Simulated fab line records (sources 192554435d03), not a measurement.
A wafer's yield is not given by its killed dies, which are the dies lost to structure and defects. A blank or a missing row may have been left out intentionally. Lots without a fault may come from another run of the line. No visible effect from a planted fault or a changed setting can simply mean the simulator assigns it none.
Chamber matching	flow n5 finfet	uv cure-03 running N5_BEOL_M6_CURE_75: 3 sister chambers
The step cures SiCOH lowk, time 120 s. 30 wafers are shown with their chamber, then 12 later ones without.

## EACH WAFER AND ITS CHAMBER
wafer	chamber	wafer_temp_C_max	lamp power pct (%)
L075.2	2	373.2	52.30
L075.4	2	372.4	52.37
L075.6	2	373.2	52.28
L077.1	2	372.6	52.36
L077.3	2	372.8	52.28
L077.5	2	372.9	52.31
L077.2	2	372.8	52.39
L077.4	2	372.9	52.35
L077.6	2	373.1	52.28
L078.2	2	372.6	52.34
L078.3	2	372.6	52.40
L078.5	2	372.4	52.29
L081.2	2	371.2	52.28
L081.3	2	372.5	52.34
L081.5	2	372.4	52.27
L083.1	0	372.0	52.30
L083.3	0	371.4	52.30
L083.5	0	371.8	52.38
L083.2	0	371.5	52.31
L083.4	0	371.7	52.25
L083.6	0	371.7	52.33
L086.1	0	372.3	52.40
L086.3	0	371.9	52.37
L086.4	0	371.3	52.26
L086.2	0	372.1	52.30
L086.5	0	371.8	52.19
L086.6	0	371.8	52.36
L087.1	1	371.3	52.25
L087.2	1	371.1	52.26
L087.5	1	372.2	52.36

SIGNATURES (averages over the wafers above)
reading	chamber 0	chamber 1	chamber 2	scatter within a chamber
wafer_temp_C_max	371.775	371.533	372.640	0.425
lamp power pct	52.3125	52.2900	52.3227	0.0527
Rule: for a wafer and a chamber, the distance is found by dividing, reading by reading, the gap between the wafer's reading and the chamber's mean by the reading's scatter, squaring, summing and taking the root. The wafer belongs to the nearest chamber; if the next one is less than 2 further off, it can't be placed. The scatter: take each reading less its chamber's mean, square it, sum over the shown wafers, divide by the number of wafers less the number of chambers, and take the root.

## WAFERS WHOSE CHAMBER IS MISSING
wafer	wafer_temp_C_max	lamp power pct (%)
L089.2	372.8	52.34
L089.3	372.1	52.43
L089.4	372.2	52.35
L090.1	371.6	52.23
L090.3	372.6	52.36
L090.6	372.0	52.37
L091.2	371.5	52.36
L091.5	371.7	52.34
L091.6	371.7	52.31
L092.1	371.4	52.24
L092.5	371.4	52.20
L092.6	371.1	52.33

## THE CHAMBER EACH PASSED THROUGH
wafer	from the rows above	in truth
L089.2	can't be placed: 2 or 0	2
L089.3	can't be placed: 0 or 2 or 1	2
L089.4	can't be placed: 2 or 0 or 1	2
L090.1	can't be placed: 1 or 0 or 2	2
L090.3	can't be placed: 2 or 0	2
L090.6	can't be placed: 0 or 2 or 1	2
L091.2	can't be placed: 0 or 1 or 2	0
L091.5	can't be placed: 0 or 1 or 2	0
L091.6	can't be placed: 0 or 1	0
L092.1	can't be placed: 1 or 0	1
L092.5	can't be placed: 1 or 0 or 2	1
L092.6	can't be placed: 1 or 0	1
Correctly placed: 0 of 12. Cannot be placed on the basis of these rows: 12; the candidates contain the true chamber in 12. Wrongly placed: 0.
